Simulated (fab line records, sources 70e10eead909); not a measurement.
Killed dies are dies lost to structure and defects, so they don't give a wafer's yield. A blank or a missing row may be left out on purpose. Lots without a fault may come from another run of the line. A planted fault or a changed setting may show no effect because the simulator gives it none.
Chamber matching | flow nand_harc | NHARC_P_M1_DESCUM_14 on rie_diel-02: 4 sister chambers
The step chemistry O2, time 3 s. 22 wafers are shown with their chamber, then 11 later ones without.

WAFERS WITH THEIR CHAMBER
wafer  | chamber | showerhead_plenum_p_Torr (Torr) | drypump_motor_current_A (A) | rf_vpp_V (V)
L075.4 | 2       | 1.82                            | 5.3                         | 58.5
L075.5 | 2       | 1.82                            | 5.3                         | 57.0
L075.6 | 3       | 1.98                            | 5.9                         | 58.1
L078.1 | 2       | 1.82                            | 5.3                         | 57.8
L078.3 | 3       | 1.98                            | 5.8                         | 55.1
L078.6 | 1       | 1.91                            | 6.4                         | 58.1
L084.2 | 1       | 1.91                            | 6.4                         | 58.3
L084.3 | 0       | 1.78                            | 4.8                         | 55.8
L084.6 | 3       | 1.98                            | 5.9                         | 57.1
L085.2 | 0       | 1.78                            | 4.9                         | 57.8
L085.4 | 2       | 1.81                            | 5.3                         | 57.3
L085.5 | 3       | 1.98                            | 5.8                         | 57.4
L086.3 | 0       | 1.78                            | 4.9                         | 58.0
L086.5 | 1       | 1.91                            | 6.4                         | 57.7
L086.6 | 0       | 1.78                            | 4.8                         | 58.0
L088.2 | 1       | 1.91                            | 6.4                         | 58.6
L088.3 | 0       | 1.78                            | 4.8                         | 58.3
L088.6 | 0       | 1.78                            | 4.8                         | 56.8
L091.2 | 1       | 1.91                            | 6.4                         | 58.3
L091.4 | 0       | 1.78                            | 4.8                         | 56.7
L091.5 | 0       | 1.78                            | 4.8                         | 57.1
L092.1 | 2       | 1.81                            | 5.3                         | 57.5

SIGNATURES (means of the wafers above)
reading                  | chamber 0 | chamber 1 | chamber 2 | chamber 3 | scatter within a chamber
showerhead_plenum_p_Torr | 1.7800    | 1.9100    | 1.8160    | 1.9800    | 0.00258
drypump_motor_current_A  | 4.825     | 6.400     | 5.300     | 5.850     | 0.0373
rf_vpp_V                 | 57.312    | 58.200    | 57.620    | 56.925    | 0.811
Rule: a wafer's distance from a chamber is the root of the sum, over the readings, of the square of ((its reading less the chamber's mean) divided by the reading's scatter). The wafer belongs to the nearest chamber; if the next one is less than 2 further off, it can't be placed. The scatter: the root of (the sum of the squares of (reading less its chamber's mean) over the shown wafers, divided by (wafers less chambers)).

WAFERS WITHOUT THEIR CHAMBER
wafer  | showerhead_plenum_p_Torr (Torr) | drypump_motor_current_A (A) | rf_vpp_V (V)
L092.3 | 1.98                            | 5.8                         | 57.7
L092.5 | 1.98                            | 5.8                         | 58.2
L093.1 | 1.78                            | 4.9                         | 56.7
L093.2 | 1.81                            | 5.3                         | 57.6
L093.4 | 1.91                            | 6.4                         | 57.9
L094.1 | 1.81                            | 5.3                         | 57.9
L094.2 | 1.91                            | 6.4                         | 57.2
L094.3 | 1.78                            | 4.8                         | 56.9
L095.1 | 1.91                            | 6.4                         | 57.0
L095.3 | 1.81                            | 5.2                         | 56.4
L095.4 | 1.78                            | 4.8                         | 56.4

WHICH CHAMBER EACH WENT THROUGH
wafer  | from the rows above | in truth
L092.3 | 3                   | 3
L092.5 | 3                   | 3
L093.1 | 0                   | 0
L093.2 | 2                   | 2
L093.4 | 1                   | 1
L094.1 | 2                   | 2
L094.2 | 1                   | 1
L094.3 | 0                   | 0
L095.1 | 1                   | 1
L095.3 | 2                   | 2
L095.4 | 0                   | 0
Placed correctly: 11 of 11. Can't be placed from these rows: 0. Placed wrongly: 0.
